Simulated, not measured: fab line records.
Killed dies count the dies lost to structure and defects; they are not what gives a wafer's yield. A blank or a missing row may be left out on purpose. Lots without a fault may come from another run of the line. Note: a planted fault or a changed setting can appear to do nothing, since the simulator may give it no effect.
Which of the tools did it?    flow n5Finfet    33 wafers from 11 lots sampled at 5 of the route's 1938 steps

## WHAT EACH GAUGE READ, for each wafer
N5_PMOS_HMC_CHANNEL_EPI_OVL_MEAS_10. Usual: PMOS_HMC_BLK_OVL typically reads -0.3 nm, with standard deviation 0.81.
lot   measured     on          PMOS_HMC_BLK_OVL (nm)  flag
L418  day 1 17:41  overlay-02  0.2 -1.0 -1.2          
L425  day 3 11:50  overlay-02  -0.8 -0.9 -0.1         
L426  day 3 16:53  overlay-01  -0.7 -0.2 1.0          
L428  day 4 06:08  overlay-01  -1.1 -0.2 -0.6         
L429  day 4 11:13  overlay-01  0.5 1.2 1.3            
L430  day 4 17:38  overlay-02  -0.7 -0.8 -1.3         
L437  day 6 11:47  overlay-01  -0.9 -0.3 -0.2         
L438  day 6 17:04  overlay-01  0.3 0.5 -0.3           
L439  day 6 23:20  overlay-02  0.3 -0.4 0.1           
L440  day 7 05:38  overlay-02  0.0 -1.1 0.4           
L441  day 7 12:10  overlay-01  1.5 1.0 1.2            

N5_PMOS_HMC_CHANNEL_EPI_INSPECT_11: inspects for defects (macro). Usual: rawDefectCount at 2.2, with a standard deviation of 1.4.
lot   measured     on                rawDefectCount  flag
L418  day 1 17:43  defectInspect-01  0 6 2           
L425  day 3 11:51  defectInspect-01  0 0 2           
L426  day 3 16:55  defectInspect-01  1 3 1           
L428  day 4 06:10  defectInspect-02  1 1 1           
L429  day 4 11:15  defectInspect-01  5 2 1           
L430  day 4 17:40  defectInspect-02  2 1 3           
L437  day 6 11:48  defectInspect-02  4 0 2           
L438  day 6 17:05  defectInspect-01  >300 >300 >300  OFF
L439  day 6 23:22  defectInspect-02  >300 >300 >300  OFF
L440  day 7 05:39  defectInspect-02  3 5 5           
L441  day 7 12:11  defectInspect-02  3 3 2           

## EACH LOT AND THE TOOL THAT RAN IT (in order: tool; ch and the chambers of the sampled wafers; start)
lot   N5_ZERO_LAYER_ETCH_17             N5_ZERO_LAYER_STRIP_24              N5_PMOS_HMC_CHANNEL_EPI_HM_DEP_34
L418  rieDiel-05 ch 2,3, day 1 12:50    plasmaAsher-01 ch 0,1, day 1 13:01  pecvd-01 ch 1,2, day 1 17:15
L425  rieDiel-05 ch 2,3, day 3 07:08    plasmaAsher-01 ch 0,1, day 3 07:19  pecvd-03 ch 0,1,2, day 3 11:23
L426  rieDiel-03 ch 0,2,3, day 3 12:43  plasmaAsher-01 ch 0,1, day 3 12:53  pecvd-01 ch 1,2, day 3 16:35
L428  rieDiel-04 ch 1,3, day 4 00:52    plasmaAsher-01 ch 0,1, day 4 01:04  pecvd-04 ch 0,1, day 4 05:42
L429  rieDiel-04 ch 0,1,2, day 4 06:44  plasmaAsher-02 ch 0,1, day 4 06:55  pecvd-03 ch 0,1, day 4 10:47
L430  rieDiel-05 ch 2,3, day 4 12:52    plasmaAsher-01 ch 0, day 4 13:02    pecvd-04 ch 0,1,2, day 4 17:12
L437  rieDiel-03 ch 0,2,3, day 6 06:50  plasmaAsher-01 ch 0,1, day 6 07:01  pecvd-03 ch 0,1,2, day 6 11:28
L438  rieDiel-05 ch 0,3, day 6 12:52    plasmaAsher-02 ch 0,1, day 6 13:04  pecvd-01 ch 0,1, day 6 16:38
L439  rieDiel-03 ch 1,2,3, day 6 18:54  plasmaAsher-02 ch 0,1, day 6 19:04  pecvd-01 ch 1,2, day 6 22:55
L440  rieDiel-03 ch 0,2, day 7 00:50    plasmaAsher-02 ch 0,1, day 7 01:01  pecvd-04 ch 0,1,2, day 7 05:19
L441  rieDiel-03 ch 1,2,3, day 7 07:25  plasmaAsher-01 ch 0,1, day 7 07:36  pecvd-03 ch 1,2, day 7 11:44
- N5_ZERO_LAYER_ETCH_17: etches SiO2 in CF4, target depth 12 nm, time 13.3 s.
- N5_ZERO_LAYER_STRIP_24: strips in O2.
- N5_PMOS_HMC_CHANNEL_EPI_HM_DEP_34: deposits SiO2 from TEOS/O2, target thk 36 nm, time 6.9 s.

## AS READ BY THE TOOLS THEMSELVES (means over the sampled wafers that have a number; for cases with no such wafer, the mark the record gives instead)
N5_ZERO_LAYER_ETCH_17. Usual: drypumpMotorCurrentA 5.6 A, standard deviation 0.54; oesProductAu 0.77 a.u., standard deviation 0.077; rfVppV 950 V, standard deviation 4.9; showerheadPlenumPTorr 2.16 Torr, standard deviation 0.08; throttleValvePct 15.79 %, standard deviation 0.24.
lot   tool        drypumpMotorCurrentA (A)  oesProductAu (a.u.)  rfVppV (V)  showerheadPlenumPTorr (Torr)  throttleValvePct (%)  flag
L418  rieDiel-05  5.7                       0.69                 945         2.08                          15.82                 
L425  rieDiel-05  5.4                       0.68                 943         2.06                          15.98                 
L426  rieDiel-03  5.8                       0.73                 948         2.14                          15.92                 
L428  rieDiel-04  4.9                       0.77                 954         2.23                          15.90                 
L429  rieDiel-04  5.1                       0.75                 949         2.15                          15.71                 
L430  rieDiel-05  5.7                       0.85                 946         2.08                          15.54                 
L437  rieDiel-03  5.8                       0.73                 947         2.13                          15.95                 
L438  rieDiel-05  5.9                       0.87                 951         2.21                          15.45                 
L439  rieDiel-03  6.2                       0.72                 950         2.16                          15.95                 
L440  rieDiel-03  5.7                       0.73                 950         2.16                          15.82                 
L441  rieDiel-03  6.2                       0.71                 950         2.16                          15.95                 

N5_ZERO_LAYER_STRIP_24. Usual: drypumpMotorCurrentA 5.21 A, standard deviation 0.26; heaterPowerW 339 W, standard deviation 41; oesProductAu 0.647 a.u., standard deviation 0.0046; stripTimeToEndpointS 43.87 s, standard deviation 0.094.
lot   tool            drypumpMotorCurrentA (A)  heaterPowerW (W)  oesProductAu (a.u.)  stripTimeToEndpointS (s)  flag
L418  plasmaAsher-01  5.25                      297               0.644                43.84                     
L425  plasmaAsher-01  5.04                      319               0.646                43.93                     
L426  plasmaAsher-01  5.26                      303               0.650                43.86                     
L428  plasmaAsher-01  5.02                      319               0.644                43.91                     
L429  plasmaAsher-02  5.32                      385               0.644                43.91                     
L430  plasmaAsher-01  4.81                      336               0.647                43.83                     
L437  plasmaAsher-01  5.24                      299               0.643                43.92                     
L438  plasmaAsher-02  5.32                      383               0.648                43.79                     
L439  plasmaAsher-02  5.26                      367               0.648                43.77                     
L440  plasmaAsher-02  5.33                      386               0.644                43.84                     
L441  plasmaAsher-01  5.02                      317               0.653                43.71                     

N5_PMOS_HMC_CHANNEL_EPI_HM_DEP_34. Usual: chamberPressureTorr 6.498 Torr, standard deviation 0.014; heaterPowerW 528 W, standard deviation 76; showerheadPlenumPTorr 8.35 Torr, standard deviation 0.033; throttleValvePct 18.8 %, standard deviation 1.1.
lot   tool      chamberPressureTorr (Torr)  heaterPowerW (W)  showerheadPlenumPTorr (Torr)  throttleValvePct (%)  flag
L418  pecvd-01  6.498                       568               8.33                          20.2                  
L425  pecvd-03  6.501                       539               8.36                          18.0                  
L426  pecvd-01  6.501                       543               8.34                          20.1                  
L428  pecvd-04  6.493                       467               8.30                          18.0                  
L429  pecvd-03  6.493                       508               8.36                          18.1                  
L430  pecvd-04  6.494                       493               8.31                          18.1                  
L437  pecvd-03  6.504                       516               8.37                          18.0                  
L438  pecvd-01  6.497                       523               8.37                          19.3                  
L439  pecvd-01  6.496                       576               8.35                          19.8                  
L440  pecvd-04  6.485                       500               8.33                          18.1                  
L441  pecvd-03  6.483                       500               8.40                          17.6                  

## THE ANSWER, worked out from the rows above alone
Rule: take the mean of a lot's wafers that have a number; if it is more than 3 standard deviations from the usual mean, the lot is off. A lot without any number at a reading at which 4 lots or more have one is off too. Any other lot the step has rows for is counted as sound. First the gauges in route order, then the tools' own readings, where a lot's mean is used as printed above. At the first step where some lot is off, the reading lying furthest off is the one used; lots without a number count as furthest.
Off: L438, L439, at N5_PMOS_HMC_CHANNEL_EPI_INSPECT_11 (rawDefectCount). Without a number there: L438, L439.
A tool fits if, at a process step before that reading, it ran every lot that is off, and no sound lot after the first of them. Gauges at N5_PMOS_HMC_CHANNEL_EPI_INSPECT_11: tried the same way as those tools. One fits: N5_PMOS_HMC_CHANNEL_EPI_HM_DEP_34 on pecvd-01. A fault onset in the window from L426 (day 3 16:35, its last sound lot) to L438 (day 6 16:38, its first lot off) fits.

## WHAT HAD BEEN PUT IN BY THE SIMULATOR
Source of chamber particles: pecvd-01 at N5_PMOS_HMC_CHANNEL_EPI_HM_DEP_34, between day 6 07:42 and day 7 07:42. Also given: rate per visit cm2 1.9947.
Shown lots that were struck: L438, L439. The rule above reached the same finding.
